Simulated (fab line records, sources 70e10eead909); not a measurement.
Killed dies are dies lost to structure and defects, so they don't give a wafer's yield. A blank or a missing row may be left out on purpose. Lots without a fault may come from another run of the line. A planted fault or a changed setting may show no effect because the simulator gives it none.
Which tool did it? | flow nand_harc | 12 lots, 36 wafers sampled, at 5 steps of a route of 1302

WHAT THE GAUGES READ, wafer by wafer
NHARC_END_SORT_01. Usual: killed_at_array 52, standard deviation 18; killed_at_other 1.2, standard deviation 1.5; killed_at_periphery 4, standard deviation 3.2; killed_dies 57, standard deviation 17; killed_open 3.1, standard deviation 1.9; killed_short 2.5, standard deviation 1.7.
lot  | measured     | on        | killed_at_array | killed_at_other | killed_at_periphery | killed_dies | killed_open | killed_short | flag
L635 | day 27 23:20 | prober-01 | 675 672 676     | 0 1 0           | 2 4 1               | 677 677 677 | 1 4 2       | 1 2 1        | OFF
L637 | day 28 08:51 | prober-01 | 672 671 668     | 0 1 0           | 5 5 9               | 677 677 677 | 2 1 3       | 0 4 4        | OFF
L638 | day 28 07:37 | prober-02 | 675 674 674     | 1 1 1           | 1 2 2               | 677 677 677 | 0 2 1       | 0 1 2        | OFF

WHICH TOOL RAN EACH LOT (tool, then ch and the chambers of the sampled wafers, then the start)
lot  | NHARC_A_STAIRCASE_HM_DEP_462  | NHARC_A_STAIRCASE_DEP_301       | NHARC_A_STAIRCASE_ETCH_313         | NHARC_A_STAIRCASE_ETCH_453
L631 | acl_dep-02 ch 0, day 17 05:40 | pecvd-02 ch 0,1, day 17 07:35   | rie_diel-12 ch 0,2, day 17 08:31   | rie_diel-12 ch 1,2, no start
L633 | acl_dep-03 ch 0, day 18 02:05 | pecvd-03 ch 0,2, day 18 03:56   | rie_diel-12 ch 0,3, day 18 05:06   | rie_diel-12 ch 1,3, no start
L635 | acl_dep-02 ch 0, day 20 03:59 | pecvd-03 ch 0,1,2, day 20 05:55 | rie_diel-13 ch 0,1,3, day 20 06:58 | rie_diel-13 ch 0,1,3, day 27 23:20 or earlier
L637 | acl_dep-02 ch 0, day 20 17:47 | pecvd-03 ch 0,1,2, day 20 19:04 | rie_diel-12 ch 0,3, day 20 19:59   | rie_diel-12 ch 0,3, day 28 08:51 or earlier
L638 | acl_dep-01 ch 0, day 20 20:58 | pecvd-02 ch 1,2, day 20 22:32   | rie_diel-13 ch 0,2,3, day 20 23:35 | rie_diel-13 ch 1,2,3, day 28 07:37 or earlier
L646 | acl_dep-01 ch 0, day 23 12:25 | pecvd-04 ch 1,2, day 23 14:17   | rie_diel-12 ch 0,2,3, day 23 15:14 | rie_diel-12 ch 1,2,3, no start
L645 | acl_dep-01 ch 0, day 23 16:35 | pecvd-02 ch 0,2, day 23 17:53   | rie_diel-03 ch 1,3, day 23 18:49   | rie_diel-03 ch 1,3, no start
L647 | acl_dep-02 ch 0, day 24 00:13 | pecvd-03 ch 0,1, day 24 01:32   | rie_diel-03 ch 1,2, day 24 02:34   | rie_diel-03 ch 0,1,2, no start
L648 | acl_dep-03 ch 0, day 25 01:19 | pecvd-03 ch 0,1, day 25 02:35   | rie_diel-03 ch 0,1,2, day 25 03:42 | rie_diel-03 ch 1,2, no start
L649 | acl_dep-02 ch 0, day 25 22:18 | pecvd-04 ch 0,2, day 26 00:11   | rie_diel-03 ch 1,2,3, day 26 01:14 | rie_diel-03 ch 0,1, no start
L650 | acl_dep-01 ch 0, day 26 04:56 | pecvd-02 ch 1,2, day 26 06:01   | rie_diel-13 ch 1,2,3, day 26 06:56 | rie_diel-13 ch 0,2,3, no start
L651 | acl_dep-01 ch 0, day 26 08:20 | pecvd-03 ch 1,2, day 26 09:52   | rie_diel-12 ch 1,2,3, day 26 10:57 | rie_diel-12 ch 1,3, no start
- NHARC_A_STAIRCASE_HM_DEP_462: deposits aC, target thk 800 nm.
- NHARC_A_STAIRCASE_DEP_301: deposits SiON, target thk 30 nm.
- NHARC_A_STAIRCASE_ETCH_313: etches the open film in CF4/CHF3.
- NHARC_A_STAIRCASE_ETCH_453: etches the open film in CF4/O2, target depth 30 nm, overetch 3 nm, time 16.5 s.

WHAT THE TOOLS THEMSELVES READ (means of the sampled wafers that have a number; where no wafer has one, the mark that the record gives instead)
NHARC_A_STAIRCASE_HM_DEP_462. Usual: susceptor_temp_C 399.98 C, standard deviation 0.22; throttle_valve_pct 35.000 %, standard deviation 0.0092.
lot  | tool       | susceptor_temp_C (C) | throttle_valve_pct (%) | flag
L631 | acl_dep-02 | 399.90               | 35.001                 |
L633 | acl_dep-03 | -                    | 35.006                 | OFF
L635 | acl_dep-02 | 399.93               | 34.987                 |
L637 | acl_dep-02 | 400.18               | 34.999                 |
L638 | acl_dep-01 | 399.95               | 35.005                 |
L646 | acl_dep-01 | 399.90               | 34.997                 |
L645 | acl_dep-01 | 400.11               | 34.999                 |
L647 | acl_dep-02 | 400.17               | 34.995                 |
L648 | acl_dep-03 | 400.15               | 34.998                 |
L649 | acl_dep-02 | -                    | 34.996                 | OFF
L650 | acl_dep-01 | 399.85               | 34.997                 |
L651 | acl_dep-01 | -                    | 34.990                 | OFF

NHARC_A_STAIRCASE_DEP_301. Usual: chamber_pressure_Torr 3.502 Torr, standard deviation 0.0079; heater_power_outer_w 420 W, standard deviation 69; heater_power_w 707 W, standard deviation 89.
lot  | tool     | chamber_pressure_Torr (Torr) | heater_power_outer_w (W) | heater_power_w (W) | flag
L631 | pecvd-02 | 3.507                        | 460                      | 784                |
L633 | pecvd-03 | 3.500                        | 384                      | 653                |
L635 | pecvd-03 | -                            | -                        | -                  | OFF
L637 | pecvd-03 | -                            | -                        | -                  | OFF
L638 | pecvd-02 | -                            | -                        | -                  | OFF
L646 | pecvd-04 | 3.512                        | 508                      | 849                |
L645 | pecvd-02 | 3.500                        | 389                      | 656                |
L647 | pecvd-03 | 3.506                        | 363                      | 661                |
L648 | pecvd-03 | 3.502                        | 363                      | 665                |
L649 | pecvd-04 | 3.500                        | 436                      | 714                |
L650 | pecvd-02 | 3.500                        | 417                      | 669                |
L651 | pecvd-03 | 3.504                        | 413                      | 685                |

NHARC_A_STAIRCASE_ETCH_313. Usual: drypump_motor_current_A 5.7 A, standard deviation 0.33; oes_product_au 0.928 a.u., standard deviation 0.016; rf_vpp_V 369.8 V, standard deviation 2.6; showerhead_plenum_p_Torr 1.55 Torr, standard deviation 0.075; throttle_valve_pct 16.804 %, standard deviation 0.0096.
lot  | tool        | drypump_motor_current_A (A) | oes_product_au (a.u.) | rf_vpp_V (V) | showerhead_plenum_p_Torr (Torr) | throttle_valve_pct (%) | flag
L631 | rie_diel-12 | 5.7                         | 0.936                 | 369.8        | 1.53                            | 16.807                 |
L633 | rie_diel-12 | 5.7                         | 0.934                 | 369.4        | 1.52                            | 16.817                 |
L635 | rie_diel-13 | 5.5                         | 0.933                 | 370.2        | 1.56                            | 16.800                 |
L637 | rie_diel-12 | 5.8                         | 0.924                 | 369.0        | 1.54                            | 16.815                 |
L638 | rie_diel-13 | 5.8                         | 0.927                 | 371.0        | 1.57                            | 16.807                 |
L646 | rie_diel-12 | 5.8                         | 0.927                 | 369.0        | 1.55                            | 16.806                 |
L645 | rie_diel-03 | 5.3                         | 0.917                 | 373.5        | 1.66                            | 16.811                 |
L647 | rie_diel-03 | 5.6                         | 0.913                 | 370.4        | 1.56                            | 16.817                 |
L648 | rie_diel-03 | 5.6                         | 0.922                 | 368.9        | 1.53                            | 16.805                 |
L649 | rie_diel-03 | 5.6                         | 0.922                 | 371.0        | 1.58                            | 16.794                 |
L650 | rie_diel-13 | 5.8                         | 0.923                 | 367.4        | 1.49                            | 16.803                 |
L651 | rie_diel-12 | 5.8                         | 0.922                 | 369.0        | 1.54                            | 16.802                 |

NHARC_A_STAIRCASE_ETCH_453. Usual: drypump_motor_current_A 5.7 A, standard deviation 0.35; oes_ar_750_au 1.000 a.u., standard deviation 0.0049; oes_product_au 0.998 a.u., standard deviation 0.011; rf_vpp_V 197.4 V, standard deviation 1.7; showerhead_plenum_p_Torr 1.31 Torr, standard deviation 0.066; throttle_valve_pct 13.399 %, standard deviation 0.0089.
lot  | tool        | drypump_motor_current_A (A) | oes_ar_750_au (a.u.) | oes_product_au (a.u.) | rf_vpp_V (V) | showerhead_plenum_p_Torr (Torr) | throttle_valve_pct (%) | flag
L631 | rie_diel-12 | 5.6                         | 0.997                | 1.005                 | 196.9        | 1.29                            | 13.394                 |
L633 | rie_diel-12 | 5.6                         | 0.997                | 0.992                 | 196.8        | 1.28                            | 13.402                 |
L635 | rie_diel-13 | 5.4                         | 0.996                | 1.017                 | 197.7        | 1.32                            | 13.401                 |
L637 | rie_diel-12 | 5.8                         | 1.001                | 0.993                 | 197.9        | 1.31                            | 13.398                 |
L638 | rie_diel-13 | 5.8                         | 0.997                | 1.005                 | 195.3        | 1.27                            | 13.394                 |
L646 | rie_diel-12 | 5.8                         | 0.998                | 0.987                 | 197.5        | 1.31                            | 13.397                 |
L645 | rie_diel-03 | 5.3                         | 1.001                | 0.999                 | 199.3        | 1.41                            | 13.395                 |
L647 | rie_diel-03 | 5.6                         | 0.997                | 0.997                 | 197.3        | 1.30                            | 13.400                 |
L648 | rie_diel-03 | 5.6                         | 1.000                | 0.994                 | 197.9        | 1.32                            | 13.396                 |
L649 | rie_diel-03 | 5.4                         | 1.000                | 0.991                 | 196.8        | 1.31                            | 13.406                 |
L650 | rie_diel-13 | 5.9                         | 1.004                | 1.000                 | 197.3        | 1.32                            | 13.398                 |
L651 | rie_diel-12 | 5.6                         | 1.002                | 1.005                 | 195.9        | 1.26                            | 13.401                 |

THE ANSWER, worked out from the rows above alone
Rule: a lot is off if the mean of its wafers that have a number lies more than 3 standard deviations from the usual mean. A lot without any number at a reading at which 4 lots or more have one is off too. The other lots that the step has rows for count as sound. The gauges are gone through in route order, then the tools' own readings, and for those a lot's mean is taken as printed above. The first step at which some lot is off is used, and at that step the reading that is off furthest; a lot without a number counts as furthest.
Off: L635, L637, L638, at NHARC_END_SORT_01 (killed_dies). Neither off nor sound, because the step has no rows for them: L631, L633, L646, L645, L647, L648, L649, L650, L651.
A tool fits if, at a process step before that reading, it ran every lot that is off, and no sound lot after the first of them. The gauges at NHARC_END_SORT_01 aren't tried: what is off there is off at NHARC_A_STAIRCASE_DEP_301 too, on other tools, and a gauge's error can't cause that. NHARC_A_STAIRCASE_ETCH_453 gives no start for some lots, so the hours and the order of its lots are those of NHARC_END_SORT_01. None of those tried fits.

WHAT THE SIMULATOR HAD PUT IN
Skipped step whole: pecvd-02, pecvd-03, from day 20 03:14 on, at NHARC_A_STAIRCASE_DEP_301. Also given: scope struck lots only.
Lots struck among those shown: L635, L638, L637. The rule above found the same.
